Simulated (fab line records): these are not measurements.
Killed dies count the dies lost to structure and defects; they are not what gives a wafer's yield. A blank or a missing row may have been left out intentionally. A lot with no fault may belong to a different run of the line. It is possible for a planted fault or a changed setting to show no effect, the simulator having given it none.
8D (eight disciplines) problem report, filled in by code + flow nand harc + the parts of the form that need people (team, actions taken, sign-off) are left out

== 1. WHAT WENT WRONG ==
killed at periphery at NHARC_END_SORT_01 reads a mean of 26 on 6 wafers of 2 lots; wafers without a fault read 4 with a standard deviation of 3.1. That is +7.3 standard deviations from the usual mean.
The first sign was on wafer L927.1 at day 32 06:51, on prober-01. The record holds 18 wafers of 6 lots with a number at this step. By rule, "out" or "out of limits" means more than 4 standard deviations away from the usual mean. The rest of the wafers with a number are treated as sound.

== 2. WHAT IT IS, AND WHAT IT ISN'T ==
| question                    | is                     | is not                                                  |
|-----------------------------|------------------------|---------------------------------------------------------|
| which readings at this step | killed at periphery    | killed at array, killed dies, killed open, killed short |
| which lots                  | L926, L927             | L920, L921, L924, L925                                  |
| which wafers of those lots  | all that have a number | -                                                       |
| read on which gauges        | prober-01              | prober-02                                               |
| when                        | from day 32 06:51      | up to then (12 sound wafers)                            |

== 3. THE SUSPECTS, EACH WITH WHAT RULES IT OUT ==
Counting: a tool at a process step up to the reading stays a suspect if it ran every lot that is out and no sound lot after the first of them.
- the gauge at NHARC_END_SORT_01: kept. All the wafers that are out were read on prober-01, and no step on other tools shows them out.
- rie diel-01 at NHARC_P_CONTACT_STRIP_28 (strips in O2): kept. All lots that are out passed through it, beginning with L926 at day 9 13:30, and no sound lot followed; its final sound lot before that point was L924 at day 8 21:38.
- pvd sputter-02 at NHARC_P_CONTACT_DEGAS_38 (time 60 s): kept. All lots that are out passed through it, beginning with L926 at day 9 14:08, and no sound lot followed; its final sound lot before that point was L924 at day 8 22:16.
- pvd sputter-02 at NHARC_P_CONTACT_PRE_CLEAN_39 (time 19.5 s): kept. All lots that are out passed through it, beginning with L926 at day 9 14:12, and no sound lot followed; its final sound lot before that point was L924 at day 8 22:19.
Left after counting: rie diel-01 at NHARC_P_CONTACT_STRIP_28, pvd sputter-02 at NHARC_P_CONTACT_DEGAS_38, pvd sputter-02 at NHARC_P_CONTACT_PRE_CLEAN_39, prober-01 at NHARC_END_SORT_01.

== 4. THE CAUSE (what the simulator had put in) ==
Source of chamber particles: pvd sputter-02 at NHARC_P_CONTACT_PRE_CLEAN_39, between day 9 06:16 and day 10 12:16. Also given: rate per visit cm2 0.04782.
4 suspects survive the count, and this tool is in that group.

== 5. SEQUENCE OF EFFECTS, ordered by route ==
Each row: a reading whose mean over the struck wafers that have a number lies more than 3 standard deviations from the usual. Scope: only readings with a usual standard deviation given in the record; hours: median across lots of the time from each lot's start at the first step in this table that gives one to its start at this step; sigmas: change in usual standard deviations.
| hours | step              | reading             | usual | on struck wafers | change | sigmas |
|-------|-------------------|---------------------|-------|------------------|--------|--------|
| 0     | NHARC_END_SORT_01 | killed at periphery | 4     | 26               | +22    | +7.3   |

== 6. WHAT WOULD HAVE CAUGHT IT SOONER ==
In this record the first reading out of limits at a measuring or inspecting step was taken at day 32 06:51, 553 hours after the fault began at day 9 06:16.
The start of NHARC_P_CONTACT_PRE_CLEAN_39 on pvd sputter-02 came by day 32 06:51 for every one of the lots that are out (2). Had the tool been put on hold then, not one of them would have been saved.
